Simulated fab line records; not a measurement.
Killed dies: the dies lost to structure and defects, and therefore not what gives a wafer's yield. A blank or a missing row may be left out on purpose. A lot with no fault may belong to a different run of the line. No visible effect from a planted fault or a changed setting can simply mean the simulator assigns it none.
fab line records | flow nand-harc | part 2 of 2: steps 28 to 42 of 42
[record] lots = 5 | wafers = 15 | last-day = 33
route steps=1302 shown A_STAIRCASE@853 A_SGD_CUT@890
lots untouched by any fault: they come from a run of this same line in which no faults occurred
start-h: hours from the record's first day to the start of the lot's first wafer shown | wait-h: time in hours since the lot's previous step | " the same as in the row above | L1.1+2: a row that stands for several wafers | - either no value or no given start | * or withheld: withheld | < > ~ a bound
route shown NAME@n: names a module that has steps shown in the file, with the first one's number in the route | usual: the fault-free wafers' mean and standard deviation | same: alike in all rows | chamber/n: place in a boat | sites: each site's reading | _std_site: standard deviation of those values | _edge_site: mean of outer sites minus mean of inner sites | radius-mm: how far each site lies from the wafer's centre | mask NAME#n: copy n | behind: the tool/chamber that last shaped the wafer | hold: the reason the lot was held/the length of the hold in hours/how it ended | device: transistor that didn't switch, given as n, p or np | end of line: the route-end tests of the same wafers | step lacking rows: just its recipe | killed: at the first sort, the dies lost to defects and structure; wafer yield is something else | map: a wafer's dies, x killed, . not, _ none there
set.NAME: setting as actually run; set.NAME@STEP: the setting as run at that earlier step | model.NAME: the simulator's own value behind a step, which no gauge read
a table for each step, a row for each wafer; lots at some steps of the route
services: from which hour (start-h, from the record's first day; less than 0 if before it) a tool's chamber was out of use, for how many hours, and why
[[steps]]
[step NHARC_A_STAIRCASE_DEP_471]
[recipe] target-thk-a = 1000 | temp-c = 400 | pressure-torr = 6.5 | rf-w = 900 | teos-flow-sccm = 161.4 | flow-sccm = 2650 | target-thk-nm = 100 | gas = O2 | material = SiO2
[usual] heater-power-w = 541/74 | showerhead-vpp-V = 1860/110 | throttle-valve-pct = 15.9/0.54
lot.wafer | tool     | chamber | start-h | wait-h | heater-power-w | showerhead-vpp-V | throttle-valve-pct
L085.1    | pecvd-03 | 2       | 535.65  | -      | 636            | 1951             | 16.9
L085.3    | "        | 1       | "       | "      | 449            | 1908             | 16.7
L085.4    | "        | 0       | "       | "      | 398            | 2078             | 16.0
L086.3    | pecvd-02 | 2       | 554.65  | -      | 442            | 1967             | 16.2
L086.5    | "        | 1       | "       | "      | 655            | 1772             | 15.3
L086.6    | "        | 2       | "       | "      | 447            | 1950             | 16.1
L092.2    | pecvd-04 | 2       | 618.90  | -      | 529            | 1781             | 15.6
L092.4    | "        | 0       | "       | "      | 448            | 1864             | 15.1
L092.6    | "        | 1       | "       | "      | 503            | 1959             | 16.2
L094.4    | pecvd-02 | 1       | 629.91  | -      | 598            | 1756             | 15.7
L094.6    | "        | 2       | "       | "      | 464            | 1922             | 15.8
L094.5    | "        | 0       | "       | "      | 474            | 1720             | 16.1
L097.1    | pecvd-02 | 1       | 653.85  | -      | 616            | 1788             | 15.8
L097.6    | "        | 1       | "       | "      | 619            | 1762             | 16.0
L097.4    | "        | 2       | "       | "      | 436            | 1933             | 16.1
[step NHARC_A_STAIRCASE_CMP_472]
[recipe] material = SiO2
[usual] motor-current-A = 12.5/1.2
lot.wafer | tool   | chamber | start-h | wait-h | motor-current-A
L085.1    | cmp-03 | 0       | 535.93  | 0.2    | 11.3
L085.3    | "      | 2       | "       | "      | 13.8
L085.4    | "      | 3       | "       | "      | 11.9
L086.3    | cmp-02 | 0       | 554.90  | 0.2    | 11.7
L086.5    | "      | 0       | "       | "      | 11.2
L086.6    | "      | 1       | "       | "      | 13.0
L092.4    | cmp-02 | 1       | 619.19  | 0.2    | 12.4
L092.2    | "      | 3       | "       | "      | 10.8
L092.6    | "      | 0       | "       | "      | 11.7
L094.4    | cmp-03 | 1       | 630.18  | 0.2    | 11.7
L094.5    | "      | 2       | "       | "      | 14.5
L094.6    | "      | 3       | "       | "      | 12.9
L097.4    | cmp-04 | 1       | 654.11  | 0.1    | 11.1
L097.1    | "      | 3       | "       | "      | 12.0
L097.6    | "      | 0       | "       | "      | 13.4
[step NHARC_A_STAIRCASE_SRD_474]
lot.wafer  | tool         | chamber | start-h | wait-h
L085.1+4+3 | wet-bench-05 | 7,1,2   | 536.19  | 0.0
L086.6+5+3 | wet-bench-05 | 7,0,2   | 555.17  | 0.0
L092.2+4+6 | wet-bench-09 | 4,6,7   | 619.43  | 0.0
L094.5+4+6 | wet-bench-05 | 6,0,1   | 630.38  | 0.0
L097.6+4+1 | wet-bench-04 | 3,7,0   | 654.35  | 0.0
[step NHARC_A_STAIRCASE_INSPECT_155]
[usual] raw-defect-count = 433/150
lot.wafer | tool              | chamber | start-h | wait-h | raw-defect-count
L085.1    | defect-inspect-01 | -       | 536.28  | 0.1    | 340
L085.3    | "                 | -       | "       | "      | 372
L085.4    | "                 | -       | "       | "      | 670
L086.3    | defect-inspect-01 | -       | 555.24  | 0.1    | 240
L086.5    | "                 | -       | "       | "      | 205
L086.6    | "                 | -       | "       | "      | 208
L092.2    | defect-inspect-02 | -       | 619.51  | 0.1    | 389
L092.4    | "                 | -       | "       | "      | 493
L092.6    | "                 | -       | "       | "      | 423
L094.4    | defect-inspect-01 | -       | 630.46  | 0.1    | 458
L094.5    | "                 | -       | "       | "      | 268
L094.6    | "                 | -       | "       | "      | 383
L097.1    | defect-inspect-02 | -       | 654.43  | 0.1    | 438
L097.4    | "                 | -       | "       | "      | 578
L097.6    | "                 | -       | "       | "      | 470
[step NHARC_A_SGD_CUT_DEP_00]
[recipe] target-thk-a = 500 | temp-c = 400 | target-thk-nm = 50 | flow-sccm = 200 | rf-w = 450 | material = SiNx
[usual] heater-power-w = 700/76
lot.wafer | tool     | chamber | start-h | wait-h | heater-power-w
L085.3    | pecvd-04 | 0       | 536.34  | 0.1    | 673
L085.1    | "        | 1       | "       | "      | 687
L085.4    | "        | 0       | "       | "      | 685
L086.3    | pecvd-01 | 0       | 555.31  | 0.1    | 659
L086.5    | "        | 0       | "       | "      | 642
L086.6    | "        | 2       | "       | "      | 710
L092.2    | pecvd-04 | 2       | 619.61  | 0.1    | 691
L092.6    | "        | 1       | "       | "      | 693
L092.4    | "        | 0       | "       | "      | 613
L094.6    | pecvd-03 | 1       | 630.61  | 0.1    | 659
L094.4    | "        | 2       | "       | "      | 892
L094.5    | "        | 0       | "       | "      | 522
L097.1    | pecvd-04 | 1       | 654.53  | 0.1    | 786
L097.4    | "        | 0       | "       | "      | 665
L097.6    | "        | 2       | "       | "      | 664
[step NHARC_A_SGD_CUT_DEHYDRATE_01]
[recipe] temp-c = 150 | time-s = 120
[same] time-s = 120
lot.wafer  | tool           | chamber | start-h | wait-h
L085.1+3+4 | litho-track-06 | 0       | 536.62  | 0.2
L086.3+5+6 | litho-track-01 | 0       | 555.58  | 0.2
L092.2+4+6 | litho-track-04 | 0       | 619.85  | 0.2
L094.4+5+6 | litho-track-01 | 0       | 630.79  | 0.1
L097.1+4+6 | litho-track-01 | 0       | 654.77  | 0.2
[step NHARC_A_SGD_CUT_HMDS_02]
[recipe] time-s = 30
[same] time-s = 30
lot.wafer  | tool           | chamber | start-h | wait-h
L085.1+3+4 | litho-track-06 | 0       | -       | -
L086.3+5+6 | litho-track-01 | 0       | -       | -
L092.2+4+6 | litho-track-04 | 0       | -       | -
L094.4+5+6 | litho-track-01 | 0       | -       | -
L097.1+4+6 | litho-track-01 | 0       | -       | -
[step NHARC_A_SGD_CUT_COAT_56]
[recipe] temp-c = 260 | time-s = 75
[same] time-s = 75
lot.wafer  | tool           | chamber | start-h | wait-h
L085.1+3+4 | litho-track-06 | 0       | -       | -
L086.3+5+6 | litho-track-01 | 0       | -       | -
L092.2+4+6 | litho-track-04 | 0       | -       | -
L094.4+5+6 | litho-track-01 | 0       | -       | -
L097.1+4+6 | litho-track-01 | 0       | -       | -
[step NHARC_A_SGD_CUT_COAT_57]
[recipe] temp-c = 225 | time-s = 65
[same] time-s = 65
lot.wafer  | tool           | chamber | start-h | wait-h
L085.1+3+4 | litho-track-06 | 0       | -       | -
L086.3+5+6 | litho-track-01 | 0       | -       | -
L092.2+4+6 | litho-track-04 | 0       | -       | -
L094.4+5+6 | litho-track-01 | 0       | -       | -
L097.1+4+6 | litho-track-01 | 0       | -       | -
[step NHARC_A_SGD_CUT_COAT_03]
[recipe] spin-rpm = 1500 | resist-thk-nm = 90
[usual] spin-speed-rpm = 1500.0/1
lot.wafer | tool           | chamber | start-h | wait-h | spin-speed-rpm
L085.1    | litho-track-06 | 0       | -       | -      | 1501.8
L085.3    | "              | 0       | "       | "      | 1499.0
L085.4    | "              | 0       | "       | "      | 1498.6
L086.3    | litho-track-01 | 0       | -       | -      | 1498.5
L086.5    | "              | 0       | "       | "      | 1499.8
L086.6    | "              | 0       | "       | "      | 1498.7
L092.2    | litho-track-04 | 0       | -       | -      | 1500.2
L092.4    | "              | 0       | "       | "      | 1499.5
L092.6    | "              | 0       | "       | "      | 1500.3
L094.4    | litho-track-01 | 0       | -       | -      | 1500.8
L094.5    | "              | 0       | "       | "      | 1500.8
L094.6    | "              | 0       | "       | "      | 1500.9
L097.1    | litho-track-01 | 0       | -       | -      | 1499.7
L097.4    | "              | 0       | "       | "      | 1501.1
L097.6    | "              | 0       | "       | "      | 1499.9
[step NHARC_A_SGD_CUT_SOFTBAKE_04]
[recipe] temp-c = 105 | time-s = 55
[same] time-s = 55
lot.wafer  | tool           | chamber | start-h | wait-h
L085.1+3+4 | litho-track-06 | 0       | -       | -
L086.3+5+6 | litho-track-01 | 0       | -       | -
L092.2+4+6 | litho-track-04 | 0       | -       | -
L094.4+5+6 | litho-track-01 | 0       | -       | -
L097.1+4+6 | litho-track-01 | 0       | -       | -
[step NHARC_A_SGD_CUT_EBR_05]
lot.wafer  | tool           | chamber | start-h | wait-h
L085.1+3+4 | litho-track-06 | 0       | -       | -
L086.3+5+6 | litho-track-01 | 0       | -       | -
L092.2+4+6 | litho-track-04 | 0       | -       | -
L094.4+5+6 | litho-track-01 | 0       | -       | -
L097.1+4+6 | litho-track-01 | 0       | -       | -
[step NHARC_A_SGD_CUT_EXPOSE_06]
[recipe] na = 1.35 | dose-mj = 85.59 | mask-id = SGD
lot.wafer  | tool            | chamber | start-h | wait-h | mask
L085.1+3+4 | arfi-scanner-02 | 0       | 536.93  | -      | SGD#0
L086.3+5+6 | arfi-scanner-02 | 0       | 555.77  | -      | SGD#0
L092.2+4+6 | arfi-scanner-02 | 0       | 620.16  | -      | SGD#0
L094.4+5+6 | arfi-scanner-01 | 0       | 631.11  | -      | SGD#0
L097.1+4+6 | arfi-scanner-03 | 0       | 655.08  | -      | SGD#0
[step NHARC_A_SGD_CUT_PEB_07]
[recipe] peb-temp-c = 100 | peb-time-s = 65
lot.wafer  | tool           | chamber | start-h | wait-h
L085.1+3+4 | litho-track-04 | 0       | 536.99  | 0.1
L086.3+5+6 | litho-track-06 | 0       | 555.83  | 0.0
L092.2+4+6 | litho-track-01 | 0       | 620.23  | 0.1
L094.4+5+6 | litho-track-04 | 0       | 631.17  | 0.0
L097.1+4+6 | litho-track-01 | 0       | 655.14  | 0.1
[step NHARC_A_SGD_CUT_DEVELOP_08]
[recipe] develop-time-s = 35 | dev-temp-c = 23
lot.wafer  | tool           | chamber | start-h | wait-h
L085.1+3+4 | litho-track-04 | 0       | -       | -
L086.3+5+6 | litho-track-06 | 0       | -       | -
L092.2+4+6 | litho-track-01 | 0       | -       | -
L094.4+5+6 | litho-track-04 | 0       | -       | -
L097.1+4+6 | litho-track-01 | 0       | -       | -
[[services]]
tool           | chamber | start-h | hours | kind
rie-diel-03    | 3       | 497.25  | 12.1  | repair
cmp-04         | -       | 503.87  | 0.8   | repair
cmp-04         | -       | 504.85  | 4.0   | pm
litho-track-01 | -       | 505.00  | 7.0   | pm
wet-bench-09   | -       | 528.80  | 8.0   | pm
litho-track-06 | -       | 529.00  | 7.0   | pm
cmp-04         | -       | 535.15  | 5.6   | repair
pecvd-03       | -       | 547.00  | 13.0  | pm
pecvd-02       | -       | 551.95  | 0.9   | repair
litho-track-04 | -       | 553.00  | 7.0   | pm
cmp-03         | -       | 554.10  | 4.0   | pm
rie-diel-01    | -       | 562.26  | 9.0   | pm
litho-track-02 | -       | 577.00  | 7.0   | pm
wet-bench-04   | -       | 579.20  | 8.0   | pm
rie-diel-03    | 2       | 599.68  | 6.0   | repair
litho-track-07 | -       | 601.00  | 7.0   | pm
cmp-04         | -       | 602.85  | 4.0   | pm
wet-bench-05   | -       | 612.81  | 8.0   | pm
rie-diel-01    | 2       | 619.29  | 19.1  | repair
cmp-04         | -       | 629.29  | 2.4   | repair
pecvd-04       | 0       | 631.17  | 13.1  | repair
rie-diel-03    | -       | 635.46  | 9.0   | pm
litho-track-05 | -       | 649.00  | 7.0   | pm
rie-diel-07    | -       | 649.89  | 9.0   | pm
